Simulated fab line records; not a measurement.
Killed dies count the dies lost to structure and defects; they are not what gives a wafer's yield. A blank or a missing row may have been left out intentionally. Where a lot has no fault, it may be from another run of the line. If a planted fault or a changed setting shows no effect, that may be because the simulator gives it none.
fab line records ; flow n5_finfet
record: lots: 13; wafers: 37; last_day: 16
route steps=1938 shown TV_LITHO@1883 PASSIVATION@1906
lots that met no fault: taken from a fault-free run of the same line
start_h: hours from the record's opening day to when the first of the lot's shown wafers began ; wait_h: hours from the lot's prior step to this one ; " identical to the entry in the row above ; L1.1+2: one row covering several wafers at once ; - either no value or no given start ; * or withheld: withheld ; < > ~ a bound
route shown NAME@n: a module of which the file shows steps, and the number in the route of the first ; usual: mean/standard deviation of fault-free wafers ; same: alike in all rows ; chamber/n: place in a boat ; sites: the reading at each site ; _std_site: how widely they spread, as a standard deviation ; _edge_site: outer sites' mean less inner sites' ; radius_mm: how far each site lies from the wafer's centre ; mask NAME#n: copy n ; behind: the tool/chamber that last shaped the wafer ; hold: what put the lot on hold/how long, in hours/how the hold closed ; device: names the non-switching transistor (n, p or np) ; end of line: tests of these same wafers at the route's end ; a step given without rows: its recipe and nothing more ; killed: dies lost to structure and defects at the first sort, not the wafer's yield ; map: per-die view of a wafer (x killed, . not killed, _ where there is no die)
set.NAME: the run value of the setting; set.NAME@STEP: its run value at that earlier step ; model.NAME: the simulator's own value behind a step, which no gauge read
steps of the route over a sample of lots; a table a step, a row a wafer
services: when a tool's chamber went out of use (start_h, in hours from the record's first day, below 0 if earlier), for how many hours, and the reason
== steps ==
step: N5_PASSIVATION_CD_MEAS_10
recipe: target_cd_nm: 3000; landing_energy_ev: 500; detector: se_inlens
usual: cd_nm: 3002.4/2.7
lot.wafer;tool;chamber;start_h;wait_h;cd_nm
L136.3;cd_sem-02;0;279.60;-;3001.2
L136.4;cd_sem-02;0;279.60;-;3002.5
L136.6;cd_sem-02;0;279.60;-;3002.3
L135.1;cd_sem-01;0;292.48;-;3006.0
L135.4;cd_sem-01;0;292.48;-;3004.5
L135.5;cd_sem-01;0;292.48;-;3002.6
L139.1;cd_sem-03;0;304.89;-;3005.5
L139.2;cd_sem-03;0;304.89;-;3006.5
L139.6;cd_sem-03;0;304.89;-;2997.1
L138.2;cd_sem-02;0;312.30;-;2999.4
L138.3;cd_sem-02;0;312.30;-;3006.0
L138.5;cd_sem-02;0;312.30;-;3003.6
L142.2;cd_sem-03;0;312.34;-;3005.5
L142.5;cd_sem-03;0;312.34;-;3003.7
L142.6;cd_sem-03;0;312.34;-;3004.8
L141.2;cd_sem-01;0;313.52;-;2998.5
L141.3;cd_sem-01;0;313.52;-;3003.1
L141.5;cd_sem-01;0;313.52;-;3000.9
L143.1;cd_sem-01;0;326.65;-;3002.2
L143.2;cd_sem-01;0;326.65;-;3001.5
L143.3;cd_sem-01;0;326.65;-;3004.0
L144.4;cd_sem-01;0;327.47;-;3004.7
L144.5;cd_sem-01;0;327.47;-;3004.1
L146.4;cd_sem-02;0;330.57;-;3004.4
L146.6;cd_sem-02;0;330.57;-;3002.8
L145.2;cd_sem-02;0;334.81;-;3001.3
L145.3;cd_sem-02;0;334.81;-;3003.2
L145.4;cd_sem-02;0;334.81;-;3001.6
L148.2;cd_sem-03;0;352.57;-;3005.4
L148.3;cd_sem-03;0;352.57;-;3004.6
L148.6;cd_sem-03;0;352.57;-;3004.4
L147.2;cd_sem-03;0;361.28;-;2995.0
L147.4;cd_sem-03;0;361.28;-;3003.6
L147.5;cd_sem-03;0;361.28;-;3000.1
L149.1;cd_sem-03;0;366.38;-;3003.7
L149.3;cd_sem-03;0;366.38;-;3002.1
L149.4;cd_sem-03;0;366.38;-;3000.8
step: N5_PASSIVATION_OVL_MEAS_63
recipe: points_per_wafer: 44
usual: PAD_OVL: 3/5.7
lot.wafer;tool;chamber;start_h;wait_h;PAD_OVL[nm]
L136.3;overlay-02;0;281.88;0.0;4
L136.4;overlay-02;0;281.88;0.0;0
L136.6;overlay-02;0;281.88;0.0;2
L135.1;overlay-01;0;294.48;0.0;-1
L135.4;overlay-01;0;294.48;0.0;2
L135.5;overlay-01;0;294.48;0.0;-2
L139.1;overlay-02;0;306.62;0.0;-1
L139.2;overlay-02;0;306.62;0.0;-4
L139.6;overlay-02;0;306.62;0.0;3
L138.2;overlay-02;0;314.41;0.0;12
L138.3;overlay-02;0;314.41;0.0;6
L138.5;overlay-02;0;314.41;0.0;10
L142.2;overlay-02;0;314.70;0.0;11
L142.5;overlay-02;0;314.70;0.0;4
L142.6;overlay-02;0;314.70;0.0;6
L141.2;overlay-02;0;315.09;0.0;-9
L141.3;overlay-02;0;315.09;0.0;-7
L141.5;overlay-02;0;315.09;0.0;-11
L143.1;overlay-01;0;328.53;0.0;6
L143.2;overlay-01;0;328.53;0.0;-4
L143.3;overlay-01;0;328.53;0.0;11
L144.4;overlay-01;0;329.14;0.0;6
L144.5;overlay-01;0;329.14;0.0;6
L146.4;overlay-01;0;331.95;0.0;5
L146.6;overlay-01;0;331.95;0.0;1
L145.2;overlay-01;0;338.12;0.0;7
L145.3;overlay-01;0;338.12;0.0;0
L145.4;overlay-01;0;338.12;0.0;5
L148.2;overlay-02;0;354.52;0.0;2
L148.3;overlay-02;0;354.52;0.0;1
L148.6;overlay-02;0;354.52;0.0;4
L147.2;overlay-02;0;363.63;0.0;6
L147.4;overlay-02;0;363.63;0.0;2
L147.5;overlay-02;0;363.63;0.0;4
L149.1;overlay-02;0;368.45;0.0;10
L149.3;overlay-02;0;368.45;0.0;3
L149.4;overlay-02;0;368.45;0.0;1
step: N5_PASSIVATION_PECVD_35
recipe: material: SiNx; target_thk_a: 7000; temp_c: 400; precursor: SiH4/NH3/N2; pressure_torr: 4.9; rf_w: 1406; time_s: 151.3
usual: heater_power_w: 320/75; run_length_s: 195.5/0.72; showerhead_plenum_p_Torr: 8.66/0.062; throttle_valve_pct: 29.1/2.2
lot.wafer;tool;chamber;start_h;wait_h;heater_power_w;run_length_s;showerhead_plenum_p_Torr;throttle_valve_pct
L136.3;pecvd-04;1;283.40;0.1;494;196.1;8.68;33.5
L136.4;pecvd-04;1;283.40;0.1;337;196.6;8.71;33.2
L136.6;pecvd-04;0;283.40;0.1;246;194.3;8.70;30.4
L135.1;pecvd-02;2;295.80;0.1;268;196.5;8.60;29.2
L135.4;pecvd-02;2;295.80;0.1;311;195.9;8.62;29.0
L135.5;pecvd-02;0;295.80;0.1;288;196.2;8.61;27.1
L139.1;pecvd-02;1;307.96;0.1;386;195.6;8.65;29.5
L139.2;pecvd-02;0;307.96;0.1;371;195.8;8.61;27.2
L139.6;pecvd-02;0;307.96;0.1;434;196.0;8.60;27.1
L138.2;pecvd-04;0;316.29;0.1;356;194.4;8.66;30.8
L138.3;pecvd-04;2;316.29;0.1;302;195.5;8.62;27.1
L138.5;pecvd-04;0;316.29;0.1;369;194.6;8.68;31.1
L142.2;pecvd-02;1;316.99;0.1;372;195.8;8.69;29.5
L142.5;pecvd-02;2;316.99;0.1;203;195.8;8.61;29.3
L142.6;pecvd-02;1;316.99;0.1;257;195.4;8.68;29.6
L141.2;pecvd-01;1;317.64;0.1;248;195.5;8.59;27.8
L141.3;pecvd-01;2;317.64;0.1;187;195.0;8.81;26.2
L141.5;pecvd-01;0;317.64;0.1;361;194.5;8.71;28.2
L143.1;pecvd-02;2;329.81;0.1;234;196.1;8.60;29.3
L143.2;pecvd-02;0;329.81;0.1;287;196.0;8.61;27.0
L143.3;pecvd-02;1;329.81;0.1;404;195.3;8.68;29.5
L144.4;pecvd-02;2;331.18;0.1;311;195.8;8.59;29.7
L144.5;pecvd-02;2;331.18;0.1;202;195.9;8.61;29.5
L146.4;pecvd-04;1;333.58;0.1;433;195.9;8.69;33.1
L146.6;pecvd-04;0;333.58;0.1;380;194.2;8.64;30.8
L145.2;pecvd-04;0;339.56;0.1;360;194.0;8.68;30.7
L145.3;pecvd-04;1;339.56;0.1;487;196.5;8.68;33.3
L145.4;pecvd-04;1;339.56;0.1;336;196.2;8.67;33.3
L148.2;pecvd-04;0;355.91;0.1;305;194.0;8.66;30.9
L148.3;pecvd-04;1;355.91;0.1;428;196.9;8.68;33.3
L148.6;pecvd-04;0;355.91;0.1;345;194.6;8.67;31.0
L147.2;pecvd-04;2;364.91;0.1;334;195.4;8.65;27.5
L147.4;pecvd-04;2;364.91;0.1;215;156.8;8.63;27.6
L147.5;pecvd-04;0;364.91;0.1;373;194.4;8.65;31.3
L149.1;pecvd-04;2;371.18;0.1;300;195.8;8.62;27.3
L149.3;pecvd-04;0;371.18;0.1;362;155.5;8.63;30.6
L149.4;pecvd-04;1;371.18;0.1;417;158.1;8.68;33.6
step: N5_PASSIVATION_INSPECT_67
recipe: mode: adi; inspect_instrument: macro
usual: raw_defect_count: 2.1/1.3
lot.wafer;tool;chamber;start_h;wait_h;raw_defect_count
L136.3;defect_inspect-01;-;283.89;0.0;2
L136.4;defect_inspect-01;-;283.89;0.0;1
L136.6;defect_inspect-01;-;283.89;0.0;2
L135.1;defect_inspect-02;-;296.34;0.0;2
L135.4;defect_inspect-02;-;296.34;0.0;3
L135.5;defect_inspect-02;-;296.34;0.0;1
L139.1;defect_inspect-01;-;308.64;0.0;0
L139.2;defect_inspect-01;-;308.64;0.0;2
L139.6;defect_inspect-01;-;308.64;0.0;3
L138.2;defect_inspect-01;-;316.77;0.0;0
L138.3;defect_inspect-01;-;316.77;0.0;1
L138.5;defect_inspect-01;-;316.77;0.0;2
L142.2;defect_inspect-01;-;317.53;0.0;1
L142.5;defect_inspect-01;-;317.53;0.0;3
L142.6;defect_inspect-01;-;317.53;0.0;2
L141.2;defect_inspect-02;-;318.13;0.0;4
L141.3;defect_inspect-02;-;318.13;0.0;3
L141.5;defect_inspect-02;-;318.13;0.0;3
L143.1;defect_inspect-01;-;330.42;0.0;1
L143.2;defect_inspect-01;-;330.42;0.0;1
L143.3;defect_inspect-01;-;330.42;0.0;3
L144.4;defect_inspect-02;-;331.79;0.0;4
L144.5;defect_inspect-02;-;331.79;0.0;0
L146.4;defect_inspect-02;-;334.01;0.0;2
L146.6;defect_inspect-02;-;334.01;0.0;3
L145.2;defect_inspect-01;-;340.21;0.0;2
L145.3;defect_inspect-01;-;340.21;0.0;1
L145.4;defect_inspect-01;-;340.21;0.0;2
L148.2;defect_inspect-02;-;356.53;0.0;3
L148.3;defect_inspect-02;-;356.53;0.0;1
L148.6;defect_inspect-02;-;356.53;0.0;3
L147.2;defect_inspect-01;-;365.53;0.0;5
L147.4;defect_inspect-01;-;365.53;0.0;2
L147.5;defect_inspect-01;-;365.53;0.0;4
L149.1;defect_inspect-02;-;371.79;0.0;4
L149.3;defect_inspect-02;-;371.79;0.0;1
L149.4;defect_inspect-02;-;371.79;0.0;2
step: N5_PASSIVATION_PROBE_49
usual: defect_limited_yield: 91.6/1.4; killed_at_M0_to_M3: 32/9.5; killed_at_M4_up: 13/6; killed_at_contacts: 12/5.6; killed_at_front_end: 39/11; killed_at_other: 2.8/2.3; killed_dies: 99/16; killed_open: 65/12; killed_short: 32/7.6; sort_bin_5_function: 4.8/0.88; sort_bin_6_memory: 3.2/0.65; sort_n_pass: 1077/29; sort_yield_pct: 91.2/2.5
same: gross_dies: 1180; killed_at_back_side: 0; sort_bin_4_leakage[%]: 0; sort_bin_8_speed[%]: 0
lot.wafer;tool;chamber;start_h;wait_h;defect_limited_yield[%];killed_at_M0_to_M3;killed_at_M4_up;killed_at_contacts;killed_at_front_end;killed_at_other;killed_dies;killed_open;killed_short;sort_bin_5_function[%];sort_bin_6_memory[%];sort_n_pass;sort_yield_pct[%]
L136.3;prober-01;-;287.07;0.1;93.0;23;12;3;45;0;83;59;24;3.6;3.0;1097;93.0
L136.4;prober-01;-;287.12;0.2;90.2;42;9;6;59;0;116;86;29;5.9;3.8;1064;90.2
L136.6;prober-01;-;287.22;0.3;90.2;46;15;9;45;1;116;78;38;4.9;4.7;1064;90.2
L135.1;prober-02;-;299.46;0.0;90.2;44;13;20;37;2;116;79;36;5.8;3.7;1064;90.2
L135.4;prober-02;-;299.61;0.2;90.0;27;9;15;64;3;118;77;40;5.9;4.0;1062;90.0
L135.5;prober-02;-;299.66;0.2;91.0;51;10;11;33;1;106;54;50;5.7;3.1;1074;91.0
L139.1;prober-02;-;311.71;0.0;93.0;28;9;19;22;5;83;55;27;4.2;2.7;1097;93.0
L139.2;prober-02;-;311.76;0.1;91.5;34;10;12;43;1;100;70;29;5.5;2.8;1080;91.5
L139.6;prober-02;-;311.96;0.3;90.2;21;19;18;54;4;116;76;40;6.2;3.0;1064;90.2
L138.2;prober-02;-;319.90;0.1;93.0;27;8;10;34;4;83;65;18;4.4;2.5;1097;93.0
L138.3;prober-02;-;319.95;0.1;90.9;33;12;15;38;9;107;73;34;4.9;4.1;1073;90.9
L138.5;prober-02;-;320.05;0.2;91.6;26;15;11;42;5;99;62;37;4.7;3.5;1081;91.6
L142.2;prober-01;-;320.65;0.1;94.9;20;6;11;20;3;60;35;22;2.8;2.2;1120;94.9
L142.5;prober-01;-;320.80;0.2;91.7;34;7;13;43;1;98;61;29;4.8;2.6;1082;91.7
L142.6;prober-01;-;320.85;0.3;93.5;37;6;8;25;1;77;52;24;3.6;2.9;1103;93.5
L141.2;prober-02;-;322.64;0.1;91.2;53;11;11;29;0;104;63;41;4.9;3.6;1076;91.2
L141.3;prober-02;-;322.69;0.1;91.2;34;11;7;50;2;104;70;32;4.7;4.0;1076;91.2
L141.5;prober-02;-;322.79;0.2;91.9;33;8;12;40;3;96;66;30;4.7;3.1;1084;91.9
L143.1;prober-02;-;333.58;0.0;87.7;36;12;25;70;2;145;84;60;7.8;3.8;1035;87.7
L143.2;prober-02;-;333.63;0.1;90.2;32;19;25;35;5;116;78;38;5.9;3.7;1064;90.2
L143.3;prober-02;-;333.68;0.1;92.9;25;7;16;30;6;84;52;29;4.0;3.0;1096;92.9
L144.4;prober-01;-;335.43;0.2;89.4;36;20;12;54;3;125;72;52;6.8;3.2;1055;89.4
L144.5;prober-01;-;335.48;0.2;91.9;36;15;18;23;3;95;62;31;5.1;2.6;1085;91.9
L146.4;prober-02;-;337.42;0.2;91.9;32;12;8;41;3;96;66;30;4.2;3.6;1084;91.9
L146.6;prober-02;-;337.52;0.3;90.3;37;9;6;59;4;115;67;40;4.5;4.2;1065;90.3
L145.2;prober-02;-;343.54;0.1;91.0;28;14;12;49;3;106;69;37;4.8;3.7;1074;91.0
L145.3;prober-02;-;343.59;0.1;91.3;24;9;14;51;5;103;76;27;4.9;3.3;1077;91.3
L145.4;prober-02;-;343.64;0.2;91.2;44;11;6;38;5;104;72;32;5.2;3.3;1076;91.2
L148.2;prober-02;-;359.65;0.1;91.6;24;17;7;45;6;99;58;38;4.5;3.6;1081;91.6
L148.3;prober-02;-;359.70;0.1;89.9;36;22;8;46;7;119;72;44;6.4;3.3;1061;89.9
L148.6;prober-02;-;359.85;0.3;92.2;27;16;8;37;4;92;65;27;4.7;2.6;1088;92.2
L147.2;prober-02;-;368.67;0.1;87.8;41;26;13;55;9;144;98;42;7.1;4.6;1036;87.8
L147.4;prober-02;-;368.77;0.2;90.2;27;25;6;54;4;116;77;26;5.2;3.8;1064;90.2
L147.5;prober-02;-;368.82;0.2;90.0;38;23;6;49;2;118;89;27;5.8;4.1;1062;90.0
L149.1;prober-01;-;375.42;0.6;90.9;23;12;23;47;2;107;75;30;5.2;3.7;1073;90.9
L149.3;prober-01;-;375.52;0.7;91.1;32;7;7;54;5;105;59;39;4.4;4.2;1075;91.1
L149.4;prober-01;-;375.57;0.7;91.6;44;6;16;29;4;99;63;34;5.0;3.1;1081;91.6
killed by level:class
L136.3 FIN_SAQP:geometric_particle:short=12 FIN_SAQP:geometric_particle:open=9 STI_FIN_REVEAL:geometric_particle:open=8 BEOL_M2:geometric_particle:open=7 STARTING-WAFER:geometric_particle:open=7 BEOL_M3:geometric_particle:open=7 BEOL_M0_SAQP:geometric_particle:open=4 BEOL_M4:geometric_particle:open=4
L136.4 STI_FIN_REVEAL:geometric_particle:open=25 BEOL_M2:geometric_particle:open=15 FIN_SAQP:geometric_particle:short=10 FIN_SAQP:geometric_particle:open=9 BEOL_M3:geometric_particle:open=9 DUMMY_GATE:geometric_particle:open=4 MOL_CONTACT_COAG:geometric_particle:open=4 BEOL_M0_SAQP:geometric_particle:open=4
L136.6 BEOL_M0_SAQP:geometric_particle:short=14 FIN_SAQP:geometric_particle:open=11 STI_FIN_REVEAL:geometric_particle:open=10 BEOL_M0_SAQP:geometric_particle:open=10 MOL_CONTACT_COAG:geometric_particle:open=7 FIN_SAQP:geometric_particle:short=6 BEOL_M3:geometric_particle:open=6 BEOL_M2:geometric_particle:open=5
L135.1 MOL_CONTACT_COAG:geometric_particle:open=17 BEOL_M0_SAQP:geometric_particle:short=12 BEOL_M2:geometric_particle:open=11 FIN_SAQP:geometric_particle:open=10 DUMMY_GATE:geometric_particle:open=10 BEOL_M0_SAQP:geometric_particle:open=6 BEOL_M5:geometric_particle:open=5 BEOL_M3:geometric_particle:open=5
L135.4 STI_FIN_REVEAL:geometric_particle:open=20 MOL_CONTACT_COAG:geometric_particle:open=14 FIN_SAQP:geometric_particle:open=11 GATE_CUT:geometric_particle:short=7 BEOL_M1:geometric_particle:short=6 DUMMY_GATE:geometric_particle:open=5 ILD0:geometric_particle:short=5 BEOL_M0_SAQP:geometric_particle:open=5
L135.5 BEOL_M0_SAQP:geometric_particle:short=22 BEOL_M0_SAQP:geometric_particle:open=16 FIN_SAQP:geometric_particle:short=10 MOL_CONTACT_COAG:geometric_particle:open=8 BEOL_M1:geometric_particle:short=8 STARTING-WAFER:geometric_particle:open=5 FIN_SAQP:geometric_particle:open=4 STI_FIN_REVEAL:geometric_particle:open=3
L139.1 MOL_CONTACT_COAG:geometric_particle:open=12 MOL_CONTACT_COAG:geometric_particle:short=7 BEOL_M0_SAQP:geometric_particle:short=7 STI_FIN_REVEAL:geometric_particle:open=5 DUMMY_GATE:geometric_particle:open=5 BEOL_M1:geometric_particle:open=5 BEOL_M2:geometric_particle:open=5 BEOL_M3:geometric_particle:open=5
L139.2 MOL_CONTACT_COAG:geometric_particle:open=11 BEOL_M2:geometric_particle:open=9 FIN_SAQP:geometric_particle:open=8 STI_FIN_REVEAL:geometric_particle:open=8 BEOL_M0_SAQP:geometric_particle:short=7 DUMMY_GATE:geometric_particle:open=7 BEOL_M0:geometric_particle:open=5 BEOL_M4:geometric_particle:open=5
L139.6 FIN_SAQP:geometric_particle:open=20 MOL_CONTACT_COAG:geometric_particle:open=12 FIN_SAQP:geometric_particle:short=8 GATE_CUT:geometric_particle:short=7 MOL_CONTACT_COAG:geometric_particle:short=6 BEOL_M7:geometric_particle:open=6 BEOL_M0_SAQP:geometric_particle:short=5 BEOL_M1:geometric_particle:open=4
L138.2 FIN_SAQP:geometric_particle:open=10 STI_FIN_REVEAL:geometric_particle:open=9 MOL_CONTACT_COAG:geometric_particle:open=8 BEOL_M2:geometric_particle:open=7 BEOL_M0_SAQP:geometric_particle:open=6 GATE_CUT:geometric_particle:short=4 BEOL_M0_SAQP:geometric_particle:short=4 BEOL_M4:geometric_particle:open=4
L138.3 FIN_SAQP:geometric_particle:open=14 MOL_CONTACT_COAG:geometric_particle:open=13 BEOL_M1:geometric_particle:open=12 FIN_SAQP:geometric_particle:short=6 MIM_TOP_ETCH:geometric_particle:short=5 STI_FIN_REVEAL:geometric_particle:open=5 BEOL_M0_SAQP:geometric_particle:open=5 DUMMY_GATE:geometric_particle:open=4
L138.5 FIN_SAQP:geometric_particle:short=11 MOL_CONTACT_COAG:geometric_particle:open=10 FIN_SAQP:geometric_particle:open=8 STI_FIN_REVEAL:geometric_particle:open=8 BEOL_M0_SAQP:geometric_particle:open=8 BEOL_M0_SAQP:geometric_particle:short=7 BEOL_M3:geometric_particle:open=4 BEOL_M4:geometric_particle:open=4
L142.2 MOL_CONTACT_COAG:geometric_particle:open=9 BEOL_M3:geometric_particle:short=5 ILD0:geometric_particle:open=4 BEOL_M2:geometric_particle:open=4 FIN_SAQP:geometric_particle:short=3 DUMMY_GATE:geometric_particle:open=3 BEOL_M0_SAQP:geometric_particle:short=3 BEOL_M6:geometric_particle:open=3
L142.5 FIN_SAQP:geometric_particle:open=14 MOL_CONTACT_COAG:geometric_particle:open=11 BEOL_M0_SAQP:geometric_particle:open=10 BEOL_M0_SAQP:geometric_particle:short=9 FIN_SAQP:geometric_particle:short=7 BEOL_M3:geometric_particle:open=7 HKMG_FIN:area_etch=7 DUMMY_GATE:geometric_particle:open=5
L142.6 BEOL_M3:geometric_particle:short=9 MOL_CONTACT_COAG:geometric_particle:open=7 BEOL_M0_SAQP:geometric_particle:short=7 BEOL_M3:geometric_particle:open=6 FIN_SAQP:geometric_particle:open=5 STI_FIN_REVEAL:geometric_particle:open=5 BEOL_M0_SAQP:geometric_particle:open=5 BEOL_M2:geometric_particle:open=4
L141.2 BEOL_M1:geometric_particle:open=13 BEOL_M2:geometric_particle:open=12 MOL_CONTACT_COAG:geometric_particle:open=9 BEOL_M0_SAQP:geometric_particle:short=8 BEOL_M3:geometric_particle:short=7 FIN_SAQP:geometric_particle:short=6 ILD0:geometric_particle:short=6 BEOL_M0_SAQP:geometric_particle:open=6
L141.3 STI_FIN_REVEAL:geometric_particle:open=14 FIN_SAQP:geometric_particle:open=10 FIN_SAQP:geometric_particle:short=9 BEOL_M3:geometric_particle:open=8 BEOL_M0_SAQP:geometric_particle:short=7 BEOL_M2:geometric_particle:open=6 BEOL_M1:geometric_particle:open=5 DUMMY_GATE:geometric_particle:open=5
L141.5 STI_FIN_REVEAL:geometric_particle:open=11 BEOL_M3:geometric_particle:open=11 MOL_CONTACT_COAG:geometric_particle:open=9 FIN_SAQP:geometric_particle:open=5 BEOL_M2:geometric_particle:open=5 BEOL_M0_SAQP:geometric_particle:open=4 FIN_SAQP:geometric_particle:short=3 FIN_CUT:geometric_particle:short=3
L143.1 FIN_SAQP:geometric_particle:open=23 FIN_SAQP:geometric_particle:short=13 MOL_CONTACT_COAG:geometric_particle:open=13 MOL_CONTACT_COAG:geometric_particle:short=12 BEOL_M3:geometric_particle:open=9 GATE_CUT:geometric_particle:short=8 BEOL_M0_SAQP:geometric_particle:short=8 BEOL_M4:geometric_particle:open=7
L143.2 MOL_CONTACT_COAG:geometric_particle:open=19 FIN_SAQP:geometric_particle:short=8 BEOL_M3:geometric_particle:open=8 BEOL_M2:geometric_particle:open=7 MOL_CONTACT_COAG:geometric_particle:short=6 BEOL_M0_SAQP:geometric_particle:open=6 DUMMY_GATE:geometric_particle:open=5 BEOL_M4:geometric_particle:open=5
L143.3 MOL_CONTACT_COAG:geometric_particle:open=13 FIN_SAQP:geometric_particle:short=7 FIN_SAQP:geometric_particle:open=6 BEOL_M3:geometric_particle:open=6 STI_FIN_REVEAL:geometric_particle:open=5 BEOL_M0_SAQP:geometric_particle:open=4 MOL_CONTACT_COAG:geometric_particle:short=3 BEOL_M2:geometric_particle:open=3
L144.4 BEOL_M0_SAQP:geometric_particle:short=18 FIN_SAQP:geometric_particle:open=12 BEOL_M0_SAQP:geometric_particle:open=12 BEOL_M4:geometric_particle:open=11 FIN_SAQP:geometric_particle:short=10 MOL_CONTACT_COAG:geometric_particle:open=10 GATE_CUT:geometric_particle:short=6 STI_FIN_REVEAL:geometric_particle:open=5
L144.5 MOL_CONTACT_COAG:geometric_particle:open=16 BEOL_M0_SAQP:geometric_particle:open=14 BEOL_M0_SAQP:geometric_particle:short=13 FIN_SAQP:geometric_particle:short=6 STI_FIN_REVEAL:geometric_particle:open=5 BEOL_M4:geometric_particle:open=5 FIN_SAQP:geometric_particle:open=4 BEOL_M4:geometric_particle:short=4
L146.4 STI_FIN_REVEAL:geometric_particle:open=10 BEOL_M4:geometric_particle:open=10 BEOL_M0_SAQP:geometric_particle:open=8 FIN_SAQP:geometric_particle:short=7 MOL_CONTACT_COAG:geometric_particle:open=7 FIN_SAQP:geometric_particle:open=6 GATE_CUT:geometric_particle:short=6 BEOL_M0_SAQP:geometric_particle:short=6
L146.6 STI_FIN_REVEAL:geometric_particle:open=10 GATE_CUT:geometric_particle:open=10 BEOL_M0_SAQP:geometric_particle:short=10 BEOL_M0_SAQP:geometric_particle:open=9 GATE_CUT:geometric_particle:short=8 BEOL_M2:geometric_particle:open=8 FIN_SAQP:geometric_particle:short=7 HKMG_FIN:area_etch=7
L145.2 FIN_SAQP:geometric_particle:open=16 FIN_SAQP:geometric_particle:short=10 MOL_CONTACT_COAG:geometric_particle:open=10 BEOL_M2:geometric_particle:open=8 BEOL_M3:geometric_particle:open=7 STI_FIN_REVEAL:geometric_particle:open=6 BEOL_M4:geometric_particle:open=5 BEOL_M0_SAQP:geometric_particle:short=4
L145.3 FIN_SAQP:geometric_particle:open=16 STI_FIN_REVEAL:geometric_particle:open=14 MOL_CONTACT_COAG:geometric_particle:open=11 BEOL_M1:geometric_particle:open=6 FIN_SAQP:geometric_particle:short=5 BEOL_M0_SAQP:geometric_particle:open=5 STARTING-WAFER:geometric_particle:open=5 STI_FIN_REVEAL:geometric_particle:short=4
L145.4 BEOL_M2:geometric_particle:open=14 BEOL_M1:geometric_particle:open=13 FIN_SAQP:geometric_particle:open=11 FIN_SAQP:geometric_particle:short=7 MOL_CONTACT_COAG:geometric_particle:open=5 STARTING-WAFER:geometric_particle:short=5 STI_FIN_REVEAL:geometric_particle:open=4 BEOL_M0_SAQP:geometric_particle:short=4
L148.2 FIN_SAQP:geometric_particle:short=11 FIN_SAQP:geometric_particle:open=7 BEOL_M2:geometric_particle:open=7 STI_FIN_REVEAL:geometric_particle:open=6 MOL_CONTACT_COAG:geometric_particle:open=6 BEOL_M5:geometric_particle:open=6 ILD0:geometric_particle:short=5 BEOL_M0_SAQP:geometric_particle:open=5
L148.3 FIN_SAQP:geometric_particle:short=9 FIN_SAQP:geometric_particle:open=9 STI_FIN_REVEAL:geometric_particle:open=8 BEOL_M4:geometric_particle:open=8 MOL_CONTACT_COAG:geometric_particle:open=6 BEOL_M0_SAQP:geometric_particle:short=6 BEOL_M3:geometric_particle:open=5 DUMMY_GATE:geometric_particle:open=5
L148.6 BEOL_M2:geometric_particle:open=9 MOL_CONTACT_COAG:geometric_particle:open=8 STI_FIN_REVEAL:geometric_particle:open=6 BEOL_M0_SAQP:geometric_particle:short=6 BEOL_M0_SAQP:geometric_particle:open=6 DUMMY_GATE:geometric_particle:open=5 BEOL_M5:geometric_particle:open=5 FIN_SAQP:geometric_particle:short=4
L147.2 STI_FIN_REVEAL:geometric_particle:open=18 FIN_SAQP:geometric_particle:open=14 BEOL_M1:geometric_particle:open=12 BEOL_M2:geometric_particle:open=10 MOL_CONTACT_COAG:geometric_particle:open=9 FIN_SAQP:geometric_particle:short=8 BEOL_M4:geometric_particle:open=8 BEOL_M4:geometric_particle:short=8
L147.4 FIN_SAQP:geometric_particle:open=16 BEOL_M2:geometric_particle:open=12 HKMG_FIN:area_etch=8 SPACER0:geometric_particle:open=5 STI_FIN_REVEAL:geometric_particle:open=5 MOL_CONTACT_COAG:geometric_particle:open=5 BEOL_M4:geometric_particle:open=5 BEOL_M0:geometric_particle:open=4
L147.5 BEOL_M2:geometric_particle:open=14 STI_FIN_REVEAL:geometric_particle:open=13 FIN_SAQP:geometric_particle:open=12 BEOL_M4:geometric_particle:open=12 FIN_SAQP:geometric_particle:short=10 BEOL_M3:geometric_particle:open=9 MOL_CONTACT_COAG:geometric_particle:open=6 BEOL_M1:geometric_particle:open=6
L149.1 MOL_CONTACT_COAG:geometric_particle:open=23 FIN_SAQP:geometric_particle:open=15 FIN_SAQP:geometric_particle:short=8 BEOL_M1:geometric_particle:open=7 STI_FIN_REVEAL:geometric_particle:open=6 DUMMY_GATE:geometric_particle:open=5 BEOL_M0_SAQP:geometric_particle:open=5 BEOL_M4:geometric_particle:short=5
L149.3 GATE_CUT:geometric_particle:short=12 BEOL_M0_SAQP:geometric_particle:open=11 FIN_SAQP:geometric_particle:open=9 FIN_SAQP:geometric_particle:short=9 STI_FIN_REVEAL:geometric_particle:open=8 BEOL_M0_SAQP:geometric_particle:short=8 MOL_CONTACT_COAG:geometric_particle:open=6 BEOL_M1:geometric_particle:open=5
L149.4 BEOL_M0_SAQP:geometric_particle:short=15 BEOL_M0_SAQP:geometric_particle:open=12 MOL_CONTACT_COAG:geometric_particle:open=11 FIN_SAQP:geometric_particle:open=8 STI_FIN_REVEAL:geometric_particle:open=6 FIN_SAQP:geometric_particle:short=5 MOL_CONTACT_COAG:geometric_particle:short=5 BEOL_M3:geometric_particle:open=5
== services ==
tool;chamber;start_h;hours;kind
pecvd-02;1;277.24;2.1;scheduled_down
pecvd-02;1;292.04;5.5;scheduled_down
pecvd-02;2;305.72;2.1;scheduled_down
pecvd-02;0;312.96;5.5;scheduled_down
pecvd-01;2;326.80;-;calibration
pecvd-02;0;330.75;2.1;scheduled_down
pecvd-04;-;331.13;1.0;repair
pecvd-04;1;361.54;2.1;scheduled_down
== key ==
first_sign: step: N5_PASSIVATION_PECVD_35; reading: run_length_s; direction: down; sigmas: 54; usual: *; struck: *
effect none on later readings
met_at N5_PASSIVATION_PECVD_35
struck_lots L147,L149
struck_wafers L147.4,L149.3,L149.4
not_acting_at N5_PASSIVATION_CD_MEAS_10,N5_PASSIVATION_OVL_MEAS_63,N5_PASSIVATION_INSPECT_67
onset_between 355.91 364.91
fault: kind: process_parameter_drift; tool: pecvd-04; chamber: -; onset_h: 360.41; steps: N5_PASSIVATION_PECVD_35; channel: time_s; offset: *; shape: step; end_h: 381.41; scope: struck_wafers_only; acts_in: *; stated: *
